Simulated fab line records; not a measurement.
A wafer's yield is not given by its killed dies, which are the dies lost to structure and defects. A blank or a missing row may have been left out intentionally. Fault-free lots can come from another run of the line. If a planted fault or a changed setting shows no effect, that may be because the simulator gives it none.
fab line records	flow nandHarc	part 2 of 2: steps 5 to 6 of 6
record lots=20	wafers=60	lastDay=33
route steps=1302 shown A_STAIRCASE@766
lots with no fault: from the same line, run without faults
startH: hours from the record's first day to the start of the lot's first wafer shown	waitH: hours from the lot's prior step to this one	" identical to the entry in the row above	L1.1+2: a single row standing in for several wafers	- value missing, or start not given	* or withheld: withheld	< > ~ a bound
route shown NAME@n: NAME is a module with steps in the file, n the number in the route of the first one	usual: the fault-free wafers' mean and standard deviation	same: alike in all rows	chamber/n: place in a boat	sites: the reading at each site	_std_site: standard deviation of those values	_edge_site: outer sites' mean less inner sites'	radiusMm: for every site, how far away it sits from the centre of the wafer	mask NAME#n: copy n	behind: the most recent tool/chamber to have shaped the wafer	hold: reason for holding the lot/hours on hold/outcome of the hold	device: the n, p or np transistor that did not switch	end of line: tests of these same wafers at the route's end	a step given without rows: its recipe and nothing more	killed: at the first sort, the dies lost to defects and structure; wafer yield is something else	map: a wafer's dies, x killed, . not, _ none there
set.NAME: setting as actually run; set.NAME@STEP: the setting as run at that earlier step	model.NAME: the simulator's own value behind a step, which no gauge read
the route's steps for a sample of lots (tables are steps, rows are wafers)
services: a tool's chamber out of use, with start hour (startH, from the record's first day; less than 0 if before it), hours out, and reason
## steps
# step NHARC_A_STAIRCASE_HM_OPEN_463
# recipe o2FlowSccm=400	cosFlowSccm=20	arFlowSccm=0	rfW=500	biasW=300	chemistry=O2/COS
# usual drypumpMotorCurrentA=5.5/0.3	oesProductAu=0.997/0.014	rfVppV=468/3.1	showerheadPlenumPTorr=3.18/0.14	throttleValvePct=28.329/0.01
lot.wafer	tool	chamber	startH	waitH	drypumpMotorCurrentA	oesProductAu	rfHoursCounterH	rfVppV	showerheadPlenumPTorr	throttleValvePct
L075.2	rieDiel-06	1	-	-	5.3	0.973	24	466	3.09	28.342
L075.5	"	0	"	"	5.0	0.999	-	471	3.33	28.344
L075.6	"	1	"	"	5.3	0.979	-	467	3.09	28.340
L076.2	rieDiel-03	1	-	-	5.8	1.001	41	471	3.34	28.336
L076.5	"	0	"	"	5.2	0.999	-	462	2.90	28.332
L076.6	"	1	"	"	5.8	1.004	-	472	3.34	28.330
L074.1	rieDiel-03	2	-	-	5.5	1.020	43	468	3.17	28.314
L074.4	"	0	"	"	5.2	0.999	44	462	2.90	28.308
L074.6	"	2	"	"	5.5	1.029	-	468	3.17	28.336
L079.3	rieDiel-06	0	-	-	5.0	0.997	33	471	3.33	28.330
L079.1	"	1	"	"	5.3	0.977	31	466	3.08	28.337
L079.2	"	2	"	"	5.4	0.988	28	464	3.01	28.351
L078.3	rieDiel-03	2	-	-	5.4	1.009	51	468	3.16	28.320
L078.4	"	3	"	"	5.7	1.000	-	466	3.09	28.319
L078.6	"	0	"	"	5.2	0.989	-	462	2.90	28.320
L080.1	rieDiel-02	3	-	-	5.3	0.988	10	467	3.14	28.319
L080.3	"	0	"	"	5.8	0.979	13	463	2.92	28.343
L080.5	"	2	"	"	5.9	1.010	-	470	3.23	28.328
L082.2	rieDiel-06	0	-	-	5.0	0.988	41	471	3.32	28.319
L082.1	"	1	"	"	5.3	0.968	38	466	3.08	28.324
L082.5	"	1	"	"	5.2	0.965	-	467	3.08	28.314
L083.2	rieDiel-02	3	-	-	5.3	1.007	26	468	3.13	28.327
L083.4	"	1	"	"	5.6	0.993	24	474	3.36	28.330
L083.5	"	2	"	"	5.9	1.000	-	468	3.22	28.350
L084.3	rieDiel-02	1	-	-	5.6	0.998	30	472	3.36	28.350
L084.1	"	3	"	"	5.3	1.013	32	468	3.13	28.323
L084.6	"	1	"	"	5.6	1.000	-	471	3.36	28.328
L085.2	rieDiel-02	2	-	-	5.9	1.000	33	469	3.22	28.316
L085.4	"	3	"	"	5.2	1.013	36	467	3.13	28.327
L085.1	"	1	"	"	5.6	1.001	33	475	3.36	28.354
L086.4	rieDiel-03	2	-	-	5.4	1.016	14	468	3.15	28.322
L086.3	"	3	"	"	5.6	1.010	14	467	3.07	28.350
L086.1	"	0	"	"	5.2	0.970	10	470	3.37	28.309
L088.1	rieDiel-03	1	-	-	5.8	0.984	25	471	3.32	28.332
L088.2	"	2	"	"	5.4	1.007	22	469	3.15	28.338
L088.5	"	1	"	"	5.8	0.988	-	471	3.32	28.324
L090.2	rieDiel-02	2	-	-	5.9	1.015	55	470	3.20	28.316
L090.3	"	0	"	"	5.8	0.997	59	463	2.90	28.329
L090.6	"	1	"	"	5.5	1.003	-	471	3.34	28.317
L092.4	rieDiel-06	1	-	-	5.3	1.004	26	467	3.06	28.325
L092.5	"	0	"	"	5.0	0.979	-	471	3.30	28.333
L092.6	"	1	"	"	5.3	1.001	-	465	3.06	28.346
L091.3	rieDiel-03	2	-	-	5.4	1.002	36	467	3.14	28.329
L091.1	"	0	"	"	5.2	0.983	31	470	3.36	28.348
L091.2	"	1	"	"	5.8	1.008	37	471	3.31	28.308
L093.3	rieDiel-03	1	-	-	5.8	0.993	39	471	3.31	28.333
L093.2	"	2	"	"	5.4	1.002	38	468	3.14	28.327
L093.6	"	0	"	"	5.2	0.970	-	471	3.36	28.351
L094.4	rieDiel-02	1	-	-	5.6	1.009	6	472	3.34	28.326
L094.3	"	2	"	"	5.9	1.014	4	468	3.20	28.320
L094.1	"	3	"	"	5.2	0.975	5	468	3.11	28.329
L096.2	rieDiel-02	0	-	-	5.8	0.972	10	472	3.37	28.321
L096.4	"	1	"	"	5.6	1.012	9	471	3.34	28.328
L096.3	"	2	"	"	5.9	1.010	6	467	3.20	28.326
L095.3	rieDiel-06	0	-	-	5.0	0.979	38	471	3.30	28.337
L095.6	"	0	"	"	5.0	0.975	-	470	3.30	28.326
L095.5	"	1	"	"	5.3	1.014	-	466	3.06	28.329
L097.1	rieDiel-06	0	-	-	5.0	0.984	40	470	3.30	28.312
L097.2	"	2	"	"	5.4	1.005	37	465	2.98	28.326
L097.5	"	3	"	"	5.9	0.996	-	468	3.14	28.329
# step NHARC_A_STAIRCASE_ETCH_453
# recipe targetDepthA=300	overetchA=30	timeS=16.5	ionEnergyEv=100	cf4FlowSccm=80	o2FlowSccm=20	arFlowSccm=0	rfW=300	biasW=100	chemistry=CF4/O2
# usual drypumpMotorCurrentA=5.52/0.29	oes_ar_750_au=1.000/0.0049	oesProductAu=0.998/0.014	rfVppV=198.3/1.5	showerheadPlenumPTorr=1.36/0.063	throttleValvePct=13.398/0.0096
lot.wafer	tool	chamber	startH	waitH	drypumpMotorCurrentA	oes_ar_750_au	oesProductAu	rfHoursCounterH	rfVppV	showerheadPlenumPTorr	throttleValvePct
L075.2	rieDiel-06	2	-	-	5.42	1.004	0.990	22	197.1	1.29	13.393
L075.5	"	1	"	"	5.23	0.999	0.978	-	197.7	1.32	13.404
L075.6	"	2	"	"	5.41	0.999	0.990	-	197.8	1.29	13.394
L076.2	rieDiel-03	3	-	-	5.60	1.004	1.016	45	197.4	1.32	13.379
L076.5	"	1	"	"	5.81	0.990	1.007	-	199.5	1.43	13.399
L076.6	"	2	"	"	5.41	1.002	1.022	-	197.8	1.35	13.410
L074.1	rieDiel-03	1	-	-	5.80	0.996	1.000	41	199.9	1.43	13.394
L074.4	"	2	"	"	5.39	1.001	1.024	43	198.6	1.35	13.403
L074.6	"	2	"	"	5.41	1.000	1.020	-	198.4	1.35	13.385
L079.3	rieDiel-06	3	-	-	5.90	1.002	0.989	31	196.1	1.35	13.403
L079.2	"	1	"	"	5.28	1.000	0.978	31	196.7	1.32	13.386
L079.1	"	2	"	"	5.41	0.999	0.981	28	196.8	1.28	13.393
L078.3	rieDiel-03	2	-	-	5.36	1.001	1.017	51	197.6	1.35	13.394
L078.4	"	2	"	"	5.38	1.004	1.021	-	198.9	1.35	13.395
L078.6	"	3	"	"	5.62	1.004	1.010	-	197.8	1.32	13.402
L080.1	rieDiel-02	0	-	-	5.76	0.992	0.999	13	195.7	1.25	13.370
L080.3	"	2	"	"	5.84	0.998	1.016	11	200.2	1.38	13.391
L080.5	"	1	"	"	5.57	0.998	1.008	-	200.1	1.44	13.394
L082.2	rieDiel-06	3	-	-	5.91	0.997	0.986	36	197.6	1.35	13.415
L082.1	"	0	"	"	4.99	1.002	0.991	41	198.8	1.42	13.400
L082.5	"	3	"	"	5.90	0.998	0.985	-	198.4	1.35	13.411
L083.2	rieDiel-02	1	-	-	5.60	1.008	0.998	24	198.9	1.44	13.397
L083.4	"	0	"	"	5.79	0.997	1.002	26	195.4	1.24	13.387
L083.5	"	1	"	"	5.60	1.006	0.993	-	199.5	1.44	13.392
L084.1	rieDiel-02	1	-	-	5.61	1.007	0.995	31	200.8	1.44	13.396
L084.3	"	0	"	"	5.77	1.001	0.993	34	196.0	1.24	13.392
L084.6	"	2	"	"	5.89	0.995	1.003	-	198.8	1.38	13.402
L085.2	rieDiel-02	0	-	-	5.79	1.006	1.011	36	196.6	1.24	13.385
L085.1	"	1	"	"	5.55	0.999	1.000	33	199.8	1.44	13.401
L085.4	"	2	"	"	5.81	1.002	1.018	33	197.5	1.38	13.390
L086.3	rieDiel-03	3	-	-	5.59	1.011	1.002	14	196.9	1.31	13.409
L086.1	"	0	"	"	5.17	1.011	0.966	10	199.8	1.44	13.400
L086.4	"	1	"	"	5.84	1.000	0.994	16	200.6	1.43	13.409
L088.2	rieDiel-03	2	-	-	5.36	0.994	0.999	23	197.5	1.35	13.410
L088.1	"	0	"	"	5.21	0.997	0.978	19	199.5	1.44	13.398
L088.5	"	0	"	"	5.19	0.996	0.968	-	200.7	1.44	13.410
L090.3	rieDiel-02	3	-	-	5.24	0.995	0.996	60	198.2	1.33	13.393
L090.2	"	0	"	"	5.77	1.007	0.998	59	194.7	1.24	13.384
L090.6	"	1	"	"	5.59	1.005	1.006	-	198.0	1.43	13.381
L092.4	rieDiel-06	3	-	-	5.94	0.998	0.993	23	197.3	1.35	13.391
L092.5	"	1	"	"	5.24	1.002	1.011	-	196.6	1.31	13.399
L092.6	"	2	"	"	5.42	1.001	1.002	-	196.3	1.28	13.394
L091.3	rieDiel-03	0	-	-	5.20	0.995	0.968	31	200.7	1.44	13.404
L091.1	"	2	"	"	5.39	0.996	1.008	36	197.6	1.34	13.400
L091.2	"	3	"	"	5.60	0.995	1.002	30	197.8	1.31	13.393
L093.2	rieDiel-03	1	-	-	5.84	1.010	1.008	39	199.4	1.42	13.383
L093.3	"	2	"	"	5.38	0.997	1.009	38	197.7	1.34	13.403
L093.6	"	1	"	"	5.87	1.004	1.006	-	199.2	1.42	13.408
L094.3	rieDiel-02	3	-	-	5.25	1.004	0.979	5	199.3	1.33	13.387
L094.1	"	0	"	"	5.77	0.994	0.981	7	199.8	1.44	13.382
L094.4	"	1	"	"	5.58	1.003	1.007	6	199.1	1.43	13.392
L096.2	rieDiel-02	0	-	-	5.79	0.999	0.968	10	199.0	1.44	13.380
L096.3	"	1	"	"	5.57	1.010	1.015	9	198.7	1.43	13.396
L096.4	"	2	"	"	5.88	1.003	1.019	6	200.1	1.37	13.400
L095.3	rieDiel-06	0	-	-	5.00	1.000	0.990	38	199.3	1.41	13.403
L095.6	"	3	"	"	5.94	1.015	0.990	-	196.6	1.34	13.404
L095.5	"	0	"	"	5.00	0.999	0.989	-	198.8	1.41	13.398
L097.2	rieDiel-06	2	-	-	5.43	1.005	1.017	37	197.2	1.27	13.375
L097.1	"	3	"	"	5.92	0.999	1.010	34	197.1	1.34	13.386
L097.5	"	1	"	"	5.26	1.003	1.011	-	196.6	1.31	13.406
## services
tool	chamber	startH	hours	kind
rieDiel-06	0	365.39	-	clean
rieDiel-06	1	365.39	-	clean
rieDiel-06	2	365.39	-	clean
rieDiel-06	3	365.39	-	clean
rieDiel-02	0	388.08	3.5	repair
rieDiel-06	0	389.89	-	clean
rieDiel-06	1	389.89	-	clean
rieDiel-06	2	389.89	-	clean
rieDiel-06	3	389.89	-	clean
rieDiel-02	-	393.70	9.0	pm
rieDiel-06	0	414.40	-	clean
rieDiel-06	1	414.40	-	clean
rieDiel-06	2	414.40	-	clean
rieDiel-06	3	414.40	-	clean
rieDiel-03	1	427.33	3.5	repair
rieDiel-06	0	438.90	-	clean
rieDiel-06	1	438.90	-	clean
rieDiel-06	2	438.90	-	clean
rieDiel-06	3	438.90	-	clean
rieDiel-03	0	481.98	13.0	repair
rieDiel-06	-	484.39	9.0	pm
rieDiel-03	3	517.78	17.8	repair
rieDiel-06	3	518.22	11.4	repair
rieDiel-02	-	570.78	9.0	pm
